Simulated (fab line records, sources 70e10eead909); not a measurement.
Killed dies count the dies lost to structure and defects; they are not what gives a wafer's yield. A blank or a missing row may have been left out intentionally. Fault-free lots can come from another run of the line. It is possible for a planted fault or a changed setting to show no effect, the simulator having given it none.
fab line records    flow nandHarc
record lots=12  wafers=36  lastDay=24
route steps=1159 shown A_CONTACT@956 A_BLC@982 END@1159
lots that met no fault: taken from a fault-free run of the same line
startH: hours from the record's first day to the start of the lot's first wafer shown    waitH: hours elapsed since this lot's preceding step    " unchanged from the row above    L1.1+2: several wafers, shown together as one row    - no value, or no start given    * or withheld: withheld    < > ~ a bound
route shown NAME@n: names a module that has steps shown in the file, with the first one's number in the route    usual: mean/standard deviation taken from wafers without a fault    same: alike in all rows    chamber/n: place in a boat    sites: readings site by site    _std_site: the standard deviation of these    _edge_site: outer sites' mean less inner sites'    radiusMm: for every site, how far away it sits from the centre of the wafer    mask NAME#n: copy n    behind: tool/chamber where the wafer was last shaped    hold: reason for holding the lot/hours on hold/outcome of the hold    device: transistor that didn't switch, given as n, p or np    end of line: tests of these same wafers at the route's end    step lacking rows: just its recipe    killed: count of dies lost to structure and defects at first sort (not the wafer's yield)    map: a wafer's dies, x killed, . not, _ none there
set.NAME: the run value of the setting; set.NAME@STEP: its run value at that earlier step    model.NAME: the simulator's own value behind a step, which no gauge read
the route's steps for a sample of lots (tables are steps, rows are wafers)
services: from which hour (startH, from the record's first day; less than 0 if before it) a tool's chamber was out of use, for how many hours, and why
## steps
# step NHARC_A_CONTACT_STRIP_26
# recipe o2FlowSccm=500  arFlowSccm=0  biasW=0  chemistry=O2
# usual chamberPressureMTorr=60.01/0.059  drypumpMotorCurrentA=5.8/0.43  oesProductAu=1.002/0.012  rfVppV=57.7/1  showerheadPlenumPTorr=3.46/0.14  throttleValvePct=17.036/0.0089
# same biasW=0
lot.wafer  tool        chamber  startH  waitH  chamberPressureMTorr  drypumpMotorCurrentA  oesProductAu  rfHoursCounterH  rfVppV  showerheadPlenumPTorr  throttleValvePct
L443.1     rieDiel-02  3        -       -      60.07                 5.9                   1.022         18               59.0    3.59                   17.039
L443.4     "           0        "       "      59.95                 6.4                   1.008         19               56.5    3.30                   17.040
L443.3     "           1        "       "      60.09                 5.9                   0.997         20               58.1    3.51                   17.020
L444.4     rieDiel-05  3        -       -      60.04                 5.7                   0.983         12               57.9    3.66                   17.040
L444.3     "           1        "       "      60.05                 5.2                   0.992         10               56.2    3.32                   17.028
L444.5     "           0        "       "      60.06                 5.9                   1.001         -                56.8    3.31                   17.022
L449.1     rieDiel-02  3        -       -      59.93                 5.9                   1.015         27               59.9    3.58                   17.041
L449.4     "           0        "       "      59.99                 6.4                   0.999         28               56.2    3.29                   17.032
L449.5     "           2        "       "      59.99                 5.4                   1.001         -                57.8    3.66                   17.042
L452.2     rieDiel-02  1        -       -      60.04                 6.0                   1.001         34               57.2    3.50                   17.043
L452.1     "           2        "       "      60.09                 5.4                   1.010         33               58.0    3.66                   17.054
L452.5     "           3        "       "      59.97                 5.9                   1.020         -                59.8    3.58                   17.038
L453.3     rieDiel-13  3        -       -      60.01                 5.7                   1.001         59               58.8    3.55                   17.039
L453.4     "           1        "       "      60.06                 5.6                   1.002         59               58.7    3.51                   17.038
L453.5     "           3        "       "      59.97                 5.8                   1.001         -                58.6    3.55                   17.026
L456.2     rieDiel-05  2        -       -      60.08                 6.6                   0.994         21               57.0    3.35                   17.035
L456.3     "           3        "       "      60.12                 5.7                   0.988         23               59.5    3.65                   17.023
L456.5     "           1        "       "      60.04                 5.2                   1.000         -                56.9    3.32                   17.040
L461.2     rieDiel-05  1        -       -      59.96                 5.2                   0.992         27               56.2    3.31                   17.020
L461.3     "           3        "       "      60.05                 5.7                   0.984         30               58.1    3.65                   17.034
L461.6     "           1        "       "      59.99                 5.2                   0.995         -                55.9    3.31                   17.029
L460.1     rieDiel-02  0        -       -      60.11                 6.4                   1.021         56               57.5    3.28                   17.048
L460.2     "           2        "       "      59.90                 5.4                   1.022         53               59.1    3.64                   17.035
L460.6     "           3        "       "      60.05                 5.9                   1.019         -                57.2    3.57                   17.030
L462.1     rieDiel-05  3        -       -      60.06                 5.7                   0.984         31               58.6    3.65                   17.032
L462.3     "           0        "       "      60.02                 5.8                   1.007         31               57.6    3.30                   17.033
L462.5     "           2        "       "      59.95                 6.6                   0.994         -                58.0    3.35                   17.017
L464.1     rieDiel-02  2        -       -      60.01                 5.4                   1.018         1                59.4    3.64                   17.046
L464.4     "           3        "       "      60.00                 5.9                   1.012         1                57.5    3.56                   17.033
L464.6     "           2        "       "      59.99                 5.4                   1.012         -                57.0    3.64                   17.017
L465.3     rieDiel-13  3        -       -      59.95                 5.7                   0.995         25               58.1    3.53                   17.051
L465.4     "           0        "       "      60.09                 5.1                   1.000         23               56.4    3.33                   17.026
L465.5     "           0        "       "      59.96                 5.1                   1.000         -                57.9    3.33                   17.040
L463.4     rieDiel-02  0        -       -      60.01                 6.4                   1.020         4                57.4    3.81                   17.042
L463.2     "           2        "       "      60.11                 5.4                   1.022         4                56.3    3.64                   17.038
L463.6     "           3        "       "      59.91                 5.9                   1.010         -                59.1    3.56                   17.048
# step NHARC_A_CONTACT_ALD_18
# recipe targetThkA=30  pulseTimeS=1  aldCycles=150  tempC=450  material=TiN
# usual heaterPowerOuterW=702/72  heaterPowerW=1111/100  precursorPulseHeightRel=1.002/0.022  susceptorTempC=449.98/0.24
lot.wafer  tool         chamber  startH  waitH  heaterPowerOuterW  heaterPowerW  precursorPulseHeightRel  susceptorTempC
L443.3     aldMetal-02  1        389.63  -      835                1239          1.053                    449.98
L443.1     "            2        "       "      794                1303          1.028                    450.07
L443.4     "            0        "       "      697                1159          1.008                    449.82
L444.3     aldMetal-04  1        392.35  -      675                1110          0.993                    450.25
L444.4     "            3        "       "      695                1048          0.993                    450.22
L444.5     "            0        "       "      680                1079          1.037                    450.08
L449.4     aldMetal-04  0        420.48  -      631                1051          0.972                    449.78
L449.1     "            1        "       "      605                989           0.965                    449.96
L449.5     "            0        "       "      658                1023          0.976                    450.18
L452.1     aldMetal-01  3        437.09  -      695                1142          0.998                    449.94
L452.2     "            1        "       "      620                1018          0.980                    450.12
L452.5     "            3        "       "      706                1162          1.021                    450.01
L453.3     aldMetal-01  3        445.81  -      725                1170          1.029                    449.90
L453.4     "            0        "       "      623                1007          0.992                    450.09
L453.5     "            2        "       "      692                1060          0.993                    449.46
L456.3     aldMetal-02  0        451.27  -      690                1138          0.994                    450.09
L456.2     "            1        "       "      849                1258          1.024                    450.29
L456.5     "            0        "       "      705                1149          1.022                    450.09
L461.3     aldMetal-02  0        481.59  -      689                1128          1.002                    450.17
L461.2     "            2        "       "      781                1278          0.986                    449.76
L461.6     "            0        "       "      716                1126          0.981                    449.89
L460.1     aldMetal-04  0        486.44  -      651                1023          1.010                    449.99
L460.2     "            3        "       "      655                1035          1.016                    450.20
L460.6     "            1        "       "      600                982           1.009                    450.23
L462.3     aldMetal-02  3        497.64  -      676                1026          0.989                    450.17
L462.1     "            1        "       "      828                1255          0.999                    449.82
L462.5     "            3        "       "      666                1009          1.031                    450.23
L464.4     aldMetal-04  2        518.35  -      823                1258          1.021                    449.76
L464.1     "            3        "       "      688                1069          1.032                    450.20
L464.6     "            3        "       "      676                1035          0.997                    450.16
L465.3     aldMetal-04  2        523.45  -      823                1274          0.986                    449.59
L465.4     "            3        "       "      668                1017          1.011                    449.94
L465.5     "            2        "       "      814                1263          1.021                    449.58
L463.2     aldMetal-01  3        526.64  -      740                1219          1.018                    449.56
L463.4     "            0        "       "      632                1036          1.001                    450.29
L463.6     "            3        "       "      736                1202          1.020                    449.37
# step NHARC_A_BLC_STRIP_29
# recipe cf4FlowSccm=150  arFlowSccm=0  biasW=0  chemistry=CF4
# usual biasW=0/0  cf4FlowSccm=149.9/0.42  drypumpMotorCurrentA=5.6/0.51  oesProductAu=1.000/0.011  rfVppV=59.4/0.89  showerheadPlenumPTorr=1.76/0.06  throttleValvePct=13.282/0.0094
lot.wafer  tool        chamber  startH  waitH  biasW  cf4FlowSccm  drypumpMotorCurrentA  oesProductAu  rfHoursCounterH  rfVppV  showerheadPlenumPTorr  throttleValvePct
L443.4     rieDiel-07  2        400.96  0.1    0      150.5        5.3                   1.010         15               58.3    1.72                   13.275
L443.3     "           3        "       "      0      149.9        5.3                   1.012         17               59.1    1.79                   13.276
L443.1     "           0        "       "      0      149.8        6.3                   0.993         17               59.7    1.84                   13.278
L444.3     rieDiel-11  0        401.81  0.1    0      149.8        6.5                   0.984         4                58.8    1.67                   13.290
L444.5     "           3        "       "      0      150.1        5.8                   0.985         -                59.7    1.80                   13.282
L444.4     "           0        "       "      0      149.6        6.5                   0.986         -                58.6    1.67                   13.304
L449.1     rieDiel-11  2        423.60  0.1    0      149.6        5.8                   0.992         5                59.5    1.82                   13.290
L449.4     "           0        "       "      0      150.4        6.6                   0.986         7                58.6    1.67                   13.277
L449.5     "           2        "       "      0      150.7        5.8                   0.995         -                60.1    1.82                   13.263
L452.1     rieDiel-07  3        447.87  0.1    -      -            -                     -             -                -       -                      -
L452.2     "           2        "       "      -      -            -                     -             -                -       -                      -
L452.5     "           3        "       "      -      -            -                     -             -                -       -                      -
L453.4     rieDiel-11  0        449.87  0.1    -      -            -                     -             -                -       -                      -
L453.3     "           1        "       "      -      -            -                     -             -                -       -                      -
L453.5     "           0        "       "      -      -            -                     -             -                -       -                      -
L456.2     rieDiel-07  0        454.66  0.1    -      -            -                     -             -                -       -                      -
L456.3     "           1        "       "      -      -            -                     -             -                -       -                      -
L456.5     "           2        "       "      -      -            -                     -             -                -       -                      -
L461.2     rieDiel-07  0        484.68  0.1    0      149.6        6.3                   0.990         2                58.0    1.84                   13.290
L461.3     "           2        "       "      0      149.5        5.3                   0.987         7                59.8    1.72                   13.276
L461.6     "           1        "       "      0      150.4        4.9                   1.011         -                59.0    1.68                   13.287
L460.1     rieDiel-07  1        496.40  0.1    0      149.2        5.0                   1.016         8                58.3    1.68                   13.280
L460.2     "           2        "       "      0      149.6        5.3                   1.008         8                59.4    1.71                   13.282
L460.6     "           1        "       "      0      149.5        5.0                   1.019         -                58.3    1.68                   13.301
L462.1     rieDiel-07  0        504.89  0.1    0      150.4        6.3                   1.002         4                59.2    1.84                   13.297
L462.3     "           2        "       "      0      149.8        5.4                   0.999         9                59.2    1.71                   13.283
L462.5     "           3        "       "      0      150.4        5.3                   0.997         -                59.6    1.79                   13.293
L464.1     rieDiel-07  0        521.66  0.1    0      149.8        6.3                   0.994         6                58.5    1.84                   13.268
L464.4     "           3        "       "      0      150.2        5.3                   0.996         11               58.6    1.79                   13.297
L464.6     "           1        "       "      0      149.6        4.9                   1.007         -                60.5    1.68                   13.276
L465.3     rieDiel-07  0        529.07  0.1    0      149.4        6.3                   0.998         6                58.8    1.84                   13.298
L465.4     "           2        "       "      0      151.1        5.4                   1.006         11               59.0    1.71                   13.273
L465.5     "           0        "       "      0      149.4        6.3                   1.003         -                60.1    1.84                   13.278
L463.2     rieDiel-07  2        534.27  0.1    0      150.0        5.4                   0.987         11               59.5    1.71                   13.300
L463.4     "           3        "       "      0      150.2        5.3                   1.001         12               58.5    1.79                   13.295
L463.6     "           2        "       "      0      149.9        5.3                   0.986         -                60.2    1.71                   13.276
# step NHARC_A_BLC_CMP_25
# recipe tOverpolishS=30  targetThkNm=150
# usual motorCurrentA=11.7/0.95  overpolishRunS=30.001/0.0092  timeToEndpointS=29.1/2.1
# same tOverpolishS=30
lot.wafer  tool    chamber  startH  waitH  motorCurrentA  overpolishRunS  timeToEndpointS
L443.4     cmp-01  1        406.71  0.3    13.0           29.986          31.0
L443.1     "       2        "       "      12.0           29.999          27.6
L443.3     "       0        "       "      12.0           29.982          27.4
L444.4     cmp-02  0        406.92  0.3    12.5           30.019          27.8
L444.3     "       2        "       "      11.3           29.987          27.2
L444.5     "       0        "       "      12.8           30.004          28.8
L449.4     cmp-01  2        425.13  0.3    11.6           30.010          26.2
L449.1     "       3        "       "      11.4           30.003          27.3
L449.5     "       0        "       "      11.6           30.013          27.5
L452.2     cmp-01  0        449.51  0.4    11.4           29.996          27.9
L452.1     "       2        "       "      11.4           29.994          29.0
L452.5     "       1        "       "      12.0           30.001          33.7
L453.4     cmp-01  2        451.37  0.3    11.0           29.999          31.6
L453.3     "       0        "       "      12.1           30.005          28.2
L453.5     "       2        "       "      11.1           30.005          32.3
L456.3     cmp-01  3        462.49  0.2    11.7           30.011          27.0
L456.2     "       2        "       "      11.3           30.019          26.6
L456.5     "       0        "       "      12.5           29.997          26.9
L461.2     cmp-02  0        493.56  0.5    13.0           29.995          26.6
L461.3     "       3        "       "      10.6           30.015          27.7
L461.6     "       1        "       "      12.0           29.997          30.9
L460.2     cmp-03  3        502.08  0.5    12.5           30.026          29.7
L460.1     "       0        "       "      10.2           30.001          34.7
L460.6     "       3        "       "      12.0           30.010          29.5
L462.3     cmp-02  3        511.03  0.2    10.3           29.996          27.9
L462.1     "       0        "       "      12.5           30.010          27.6
L462.5     "       0        "       "      12.7           30.001          25.9
L464.1     cmp-03  0        523.44  0.5    11.2           29.993          31.3
L464.4     "       1        "       "      10.6           29.998          28.8
L464.6     "       0        "       "      10.1           29.999          28.1
L465.3     cmp-01  2        535.38  0.3    11.2           30.004          28.6
L465.4     "       1        "       "      12.5           29.988          29.3
L465.5     "       3        "       "      12.0           30.008          29.4
L463.4     cmp-03  3        539.42  0.2    12.3           29.999          29.2
L463.2     "       0        "       "      10.3           29.994          32.2
L463.6     "       3        "       "      11.6           29.994          26.7
# step NHARC_END_SORT_01
# recipe tempC=25
# usual killedAtArray=27/11  killedAtOther=0.6/0.89  killedAtPeriphery=3.0/2.4  killedDies=31/12  killedOpen=3.2/1.6  killedShort=2.0/1.5
# same grossDies=677
lot.wafer  tool       chamber  startH  waitH  killedAtArray  killedAtOther  killedAtPeriphery  killedDies  killedOpen  killedShort
L456.2     prober-02  0        507.39  2.8    43             0              3                  46          2           2
# killed by level:class
L456.2 A_CHANNEL_HOLE_D1:chamberFilmFlake=19 A_SLIT:chamberFilmFlake=14 A_CHANNEL_FILL_D1:chamberFilmFlake=4 P_STI:chamberFilmFlake=2 A_CONTACT:chamberFilmFlake=2 P_CONTACT:geometricParticle:open=1 A_SOURCE_PLATE:geometricParticle:short=1 A_WL_FILL:geometricParticle:short=1
## services
tool         chamber  startH  hours  kind
rieDiel-11   -        366.50  9.0    pm
aldMetal-04  0        371.06  6.5    repair
aldMetal-02  -        373.42  1.2    repair
cmp-01       -        375.63  4.0    pm
aldMetal-02  3        380.88  19.0   repair
cmp-02       -        382.56  0.5    repair
aldMetal-01  -        382.66  17.7   repair
rieDiel-11   1        388.87  23.6   repair
cmp-02       -        390.83  4.8    repair
rieDiel-02   -        392.47  0.8    repair
rieDiel-07   3        393.45  2.6    repair
rieDiel-11   2        396.24  2.6    repair
rieDiel-07   -        405.20  9.0    pm
aldMetal-04  -        406.00  10.0   pm
cmp-02       -        422.52  4.0    pm
rieDiel-11   -        439.17  1.7    repair
cmp-03       -        450.28  4.0    pm
aldMetal-01  -        458.00  10.0   pm
cmp-01       -        458.87  0.5    repair
cmp-01       -        473.63  4.0    pm
aldMetal-04  3        501.61  5.1    repair
rieDiel-02   -        504.89  9.0    pm
rieDiel-05   -        517.60  9.0    pm
rieDiel-02   3        518.70  3.7    repair
## key
firstSign step=NHARC_A_BLC_STRIP_29  reading=toolRecord  direction=missing
effect none on later readings
metAt NHARC_A_BLC_STRIP_29
struckLots L452,L453,L456
testerLeftOut L452,L453,L456
notActingAt NHARC_A_CONTACT_STRIP_26,NHARC_A_CONTACT_ALD_18,NHARC_A_BLC_CMP_25
onsetBetween 423.60 447.87
fault kind=skippedStepWhole  tool=rieDiel-07,rieDiel-11  chamber=-  onsetH=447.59  steps=NHARC_A_BLC_STRIP_29  scope=struckLotsOnly
# testerLeftOut: of these lots the tester's yield and bins aren't shown, on N5 and GAA mostly nor the transistor test; their killed dies are dies lost to structure and defects alone, not to doping, threshold or leakage, so they don't give the yield
